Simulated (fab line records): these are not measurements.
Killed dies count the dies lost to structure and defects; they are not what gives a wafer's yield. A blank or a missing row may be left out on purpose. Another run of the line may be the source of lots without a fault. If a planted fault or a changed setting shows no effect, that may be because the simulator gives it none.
A lot that was struck, set against a sound lot + flow n5-finfet + 32 steps out of a route of 1938
Sound: wafers L305.2, L305.3, L305.5. Struck: wafers L310.3, L310.5. (L310.4 of the same lot was not struck and is left out.) The cause comes at the end.
For every step that has rows: the tool of each side, followed by ch and its chambers, followed by its first start. Under that, the readings that differ: sound wafers + struck wafers + difference of the means + sigmas: that difference in standard deviations of wafers without a fault.
alike: words and numbers the same on both sides, and readings whose means are apart by under 2 such deviations; not compared: readings that were withheld, readings missing a value for some wafer, numbers with overlapping values and no deviation given by the record, and bounds like >300 which may hide the same value.
The two part at a step that has a row with sigmas, a row that says differs or no value, or rows on one side only. Numbers that don't overlap but have no deviation are shown without sigmas and don't part them. A reading that every wafer of one side lacks parts them only if that side has two wafers or more.

first, 7 steps without rows for these wafers: N5_BEOL_M13_COAT_04 (resist thk 400 nm); N5_BEOL_M13_EBR_06; N5_BEOL_M13_SOFTBAKE_05 (time 60 s); N5_BEOL_M13_EXPOSE_07 (exposes mask V12); N5_BEOL_M13_PEB_08 (peb time 90 s); N5_BEOL_M13_DEVELOP_09 (develop time 45 s); N5_BEOL_M13_HARDBAKE_14 (time 120 s).
N5_BEOL_M13_CD_MEAS_10: the cd target is 190 nm.
  sound on cd-sem-02 ch 0, day 11 16:33; struck on cd-sem-01 ch 0, day 13 15:13
| reading    | sound             | struck      | difference | sigmas |
|------------|-------------------|-------------|------------|--------|
| cd-nm (nm) | 187.8 187.2 185.2 | 191.7 190.4 | +4.3       | +3     |
N5_BEOL_M13_OVL_MEAS_11:
  sound on overlay-01 ch 0, day 11 16:35; struck on overlay-02 ch 0, day 13 15:14
  alike: V12_OVL
N5_BEOL_M13_INSPECT_12: inspects for defects (macro).
  sound on defect-inspect-01 at day 11 16:37; struck on defect-inspect-01 at day 13 15:16
  alike: raw-defect-count
N5_BEOL_M13_DESCUM_15: chemistry O2, time 7.9 s.
  sound on rie-diel-03 ch 0,2,3, day 11 16:38; struck on rie-diel-03 ch 0, day 13 15:18
  alike: drypump-motor-current-A, oes-product-au, rf-vpp-V, showerhead-plenum-p-Torr, throttle-valve-pct
  not compared: rf-hours-counter-h
N5_BEOL_M13_ETCH_59: etches BARC in N2/H2, target depth 89 nm, overetch 26.7 nm, time 67.9 s.
  sound on rie-diel-03 ch 0,2,3, day 11 16:40; struck on rie-diel-03 ch 0, day 13 15:20
  alike: drypump-motor-current-A, oes-product-au, rf-vpp-V, showerhead-plenum-p-Torr, throttle-valve-pct
  not compared: rf-hours-counter-h
N5_BEOL_M13_VIA_ETCH_16: etches SiOC in C4F8/O2/Ar, target depth 921.7 nm.
  sound on rie-diel-03 ch 0,2,3, day 11 16:44; struck on rie-diel-03 ch 0, day 13 15:23
  alike: C4F8_flow_sccm, drypump-motor-current-A, oes-product-au, rf-vpp-V, showerhead-plenum-p-Torr, throttle-valve-pct
N5_BEOL_M13_STRIP_63: strips in N2/H2.
  sound on plasma-asher-01 ch 1, day 11 16:58; struck on plasma-asher-02 ch 0, day 13 15:38
| reading            | sound       | struck  | difference | sigmas |
|--------------------|-------------|---------|------------|--------|
| heater-power-w (W) | 279 277 281 | 393 402 | +118       | +3     |
  alike: drypump-motor-current-A, oes-product-au, strip-time-to-endpoint-s
  not compared: rf-hours-counter-h
N5_BEOL_M13_STRIP_64: strips in N2/H2.
  sound on plasma-asher-01 ch 1, day 11 17:01; struck on plasma-asher-02 ch 0, day 13 15:42
| reading            | sound       | struck  | difference | sigmas |
|--------------------|-------------|---------|------------|--------|
| heater-power-w (W) | 286 287 286 | 394 403 | +112       | +3     |
  alike: drypump-motor-current-A, oes-product-au, strip-time-to-endpoint-s
  not compared: rf-hours-counter-h
then, 2 steps without rows for these wafers: N5_BEOL_M13_STRIP_71 (strips in post etch residue remover, time 60 s); N5_BEOL_M13_SRD_72 (time 30 s, dry time 30 s).
N5_BEOL_M13_CD_MEAS_17: the cd target is 190 nm.
  sound on cd-sem-02 at day 11 17:10; struck on cd-sem-02 at day 13 15:50
| reading    | sound             | struck      | difference | sigmas |
|------------|-------------------|-------------|------------|--------|
| cd-nm (nm) | 190.3 187.7 185.7 | 192.7 191.0 | +3.9       | +2     |
then, 9 steps without rows for these wafers: N5_BEOL_M13_COAT_65 (time 60 s, resist thk 350 nm); N5_BEOL_M13_COAT_66 (time 60 s, resist thk 110 nm); N5_BEOL_M13_COAT_22 (resist thk 300 nm); N5_BEOL_M13_EBR_24; N5_BEOL_M13_SOFTBAKE_23 (time 60 s); N5_BEOL_M13_EXPOSE_25 (exposes mask M13, target cd 210 nm); N5_BEOL_M13_PEB_26 (peb time 90 s); N5_BEOL_M13_DEVELOP_27 (develop time 45 s); N5_BEOL_M13_HARDBAKE_32 (time 120 s).
N5_BEOL_M13_CD_MEAS_28: the cd target is 209.5 nm.
  sound on cd-sem-01 ch 0, day 11 17:30; struck on cd-sem-02 ch 0, day 13 16:17
  alike: cd-nm
N5_BEOL_M13_OVL_MEAS_29:
  sound on overlay-02 ch 0, day 11 17:32; struck on overlay-01 ch 0, day 13 16:19
  alike: M13_OVL
N5_BEOL_M13_INSPECT_30: inspects for defects (macro).
  sound on defect-inspect-02 at day 11 17:33; struck on defect-inspect-01 at day 13 16:20
| reading          | sound | struck | difference | sigmas |
|------------------|-------|--------|------------|--------|
| raw-defect-count | 2 0 1 | 11 12  | +10        | +7     |
N5_BEOL_M13_DESCUM_33: chemistry O2, time 7.9 s.
  sound on rie-diel-04 ch 0,1,2, day 11 17:49; struck on rie-diel-04 ch 1,3, day 13 16:22
  alike: drypump-motor-current-A, oes-product-au, rf-vpp-V, showerhead-plenum-p-Torr, throttle-valve-pct
  not compared: rf-hours-counter-h
N5_PASSIVATION_PROBE_49:
  sound on prober-01 at day 13 02:47; struck on prober-02 at day 14 20:26
| reading             | sound    | struck | difference | sigmas |
|---------------------|----------|--------|------------|--------|
| killed-at-front-end | 60 42 35 | 33 18  | -20        | -2     |
  alike: defect-limited-yield, killed_at_M0_to_M3, killed_at_M4_up, killed-at-contacts, killed-at-other, killed-dies, killed-open, killed-short, sort_bin_4_leakage, sort_bin_5_function, sort_bin_6_memory, sort-n-pass, sort-yield-pct

== WHERE THEY PART ==
Last at N5_PASSIVATION_PROBE_49 as far as this record goes, first at N5_BEOL_M13_CD_MEAS_10.

WHY: whatever the simulator had introduced
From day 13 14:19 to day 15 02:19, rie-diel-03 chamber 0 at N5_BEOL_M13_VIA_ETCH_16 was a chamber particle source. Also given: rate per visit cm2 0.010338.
